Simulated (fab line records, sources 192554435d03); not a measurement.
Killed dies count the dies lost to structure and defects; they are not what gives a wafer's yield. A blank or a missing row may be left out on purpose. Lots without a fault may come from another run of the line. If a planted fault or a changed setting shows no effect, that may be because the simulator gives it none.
Chamber matching + flow n5 finfet + uv cure-02 running N5_BEOL_M5_CURE_80: 3 sister chambers
The step cures SiCOH lowk, time 120 s. 20 wafers are shown with their chamber, then 10 later ones without.

== EACH WAFER AND ITS CHAMBER ==
| wafer  | chamber | wafer_temp_C_max | lamp power pct (%) |
|--------|---------|------------------|--------------------|
| L075.2 | 2       | 371.4            | 52.30              |
| L075.5 | 2       | 371.6            | 52.20              |
| L075.6 | 2       | 370.9            | 52.26              |
| L078.3 | 2       | 372.7            | 52.33              |
| L078.4 | 2       | 371.8            | 52.32              |
| L078.5 | 2       | 371.7            | 52.33              |
| L080.2 | 0       | 371.4            | 52.33              |
| L080.5 | 0       | 371.3            | 52.27              |
| L080.6 | 0       | 371.7            | 52.40              |
| L081.1 | 1       | 370.8            | 52.25              |
| L081.3 | 1       | 370.8            | 52.34              |
| L081.4 | 1       | 371.3            | 52.31              |
| L084.1 | 0       | 371.3            | 52.37              |
| L084.5 | 0       | 370.9            | 52.26              |
| L084.6 | 0       | 371.4            | 52.35              |
| L086.1 | 1       | 371.0            | 52.34              |
| L086.3 | 1       | 370.8            | 52.37              |
| L086.5 | 1       | 370.8            | 52.31              |
| L087.1 | 1       | 371.0            | 52.28              |
| L087.5 | 1       | 371.3            | 52.32              |

SIGNATURES, as means of the wafers listed above
| reading          | chamber 0 | chamber 1 | chamber 2 | scatter within a chamber |
|------------------|-----------|-----------|-----------|--------------------------|
| wafer_temp_C_max | 371.333   | 370.975   | 371.683   | 0.377                    |
| lamp power pct   | 52.3300   | 52.3150   | 52.2900   | 0.0475                   |
Rule: distance of a wafer from a chamber = root of the sum over the readings of ((wafer's reading minus chamber's mean) / reading's scatter) squared. The wafer belongs to the nearest chamber; if the next one is less than 2 further off, it can't be placed. The scatter is the square root of a quotient: the sum, over the shown wafers, of each reading's squared deviation from its chamber's mean, divided by wafers minus chambers.

== WAFERS WITHOUT THEIR CHAMBER ==
| wafer  | wafer_temp_C_max | lamp power pct (%) |
|--------|------------------|--------------------|
| L087.6 | 371.3            | 52.42              |
| L095.1 | 372.2            | 52.29              |
| L095.4 | 372.2            | 52.45              |
| L095.6 | 372.3            | 52.27              |
| L097.3 | 371.5            | 52.30              |
| L097.5 | 370.8            | 52.27              |
| L097.6 | 371.0            | 52.26              |
| L091.3 | 370.8            | 52.35              |
| L091.4 | 371.2            | 52.47              |
| L091.5 | 371.5            | 52.23              |

== WHICH CHAMBER EACH WENT THROUGH ==
| wafer  | from the rows above          | in truth |
|--------|------------------------------|----------|
| L087.6 | can't be placed: 0 or 1 or 2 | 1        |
| L095.1 | can't be placed: 2 or 0 or 1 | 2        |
| L095.4 | can't be placed: 0 or 2 or 1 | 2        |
| L095.6 | can't be placed: 2 or 0 or 1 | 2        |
| L097.3 | can't be placed: 2 or 0 or 1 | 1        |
| L097.5 | can't be placed: 1 or 0 or 2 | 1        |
| L097.6 | can't be placed: 1 or 0 or 2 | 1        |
| L091.3 | can't be placed: 1 or 0 or 2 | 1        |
| L091.4 | can't be placed: 0 or 1 or 2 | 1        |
| L091.5 | can't be placed: 2 or 0 or 1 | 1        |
Correct placement for 0 of the 10. Can't be placed from these rows: 10 (the true chamber is among the candidates in 10). Wrongly placed: 0.
